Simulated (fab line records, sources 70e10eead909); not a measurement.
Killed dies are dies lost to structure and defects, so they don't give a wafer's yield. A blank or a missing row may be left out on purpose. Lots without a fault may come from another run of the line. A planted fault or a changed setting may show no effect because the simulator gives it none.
Chamber matching | flow nand_harc | NHARC_A_CHANNEL_FILL_D1_ALD_02 on ald_hk-01: 4 sister chambers
The step deposits SiO2, target thk 6 nm, pulse time 10 s, ald cycles 60. 14 wafers are shown with their chamber, then 7 later ones without.

WAFERS WITH THEIR CHAMBER
wafer  | chamber | heater_power_w (W) | heater_power_outer_w (W) | precursor_pulse_height_rel
L300.2 | 3       | 432                | 264                      | 0.999
L300.5 | 0       | 461                | 261                      | 0.991
L300.6 | 3       | 428                | 257                      | 0.995
L301.3 | 1       | 497                | 269                      | 0.979
L301.4 | 2       | 434                | 245                      | 0.955
L301.5 | 1       | 498                | 273                      | 1.015
L305.2 | 1       | 503                | 281                      | 1.023
L305.5 | 2       | 440                | 250                      | 0.989
L305.6 | 1       | 502                | 272                      | 1.012
L308.2 | 3       | 429                | 253                      | 0.998
L308.3 | 2       | 445                | 249                      | 1.025
L308.4 | 0       | 452                | 259                      | 1.026
L310.2 | 2       | 431                | 258                      | 0.986
L310.4 | 3       | 417                | 252                      | 1.032

SIGNATURES (means of the wafers above)
reading                    | chamber 0 | chamber 1 | chamber 2 | chamber 3 | scatter within a chamber
heater_power_w             | 456.50    | 500.00    | 437.50    | 426.50    | 5.59
heater_power_outer_w       | 260.00    | 273.75    | 250.50    | 256.50    | 5.09
precursor_pulse_height_rel | 1.00850   | 1.00725   | 0.98875   | 1.00600   | 0.0226
Rule: a wafer's distance from a chamber is the root of the sum, over the readings, of the square of ((its reading less the chamber's mean) divided by the reading's scatter). The wafer belongs to the nearest chamber; if the next one is less than 2 further off, it can't be placed. The scatter: the root of (the sum of the squares of (reading less its chamber's mean) over the shown wafers, divided by (wafers less chambers)).

WAFERS WITHOUT THEIR CHAMBER
wafer  | heater_power_w (W) | heater_power_outer_w (W) | precursor_pulse_height_rel
L310.5 | 486                | 268                      | 1.026
L322.2 | 432                | 250                      | 1.018
L322.3 | 492                | 271                      | 1.006
L322.4 | 494                | 266                      | 0.977
L323.1 | 484                | 276                      | 0.990
L323.2 | 436                | 259                      | 1.007
L323.4 | 475                | 272                      | 0.983

WHICH CHAMBER EACH WENT THROUGH
wafer  | from the rows above          | in truth
L310.5 | 1                            | 1
L322.2 | can't be placed: 2 or 3      | 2
L322.3 | 1                            | 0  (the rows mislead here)
L322.4 | 1                            | 1
L323.1 | 1                            | 1
L323.2 | can't be placed: 3 or 2 or 0 | 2
L323.4 | can't be placed: 0 or 1      | 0
Placed correctly: 3 of 7. Can't be placed from these rows: 3 (the true chamber is among the candidates in 3). Placed wrongly: 1.
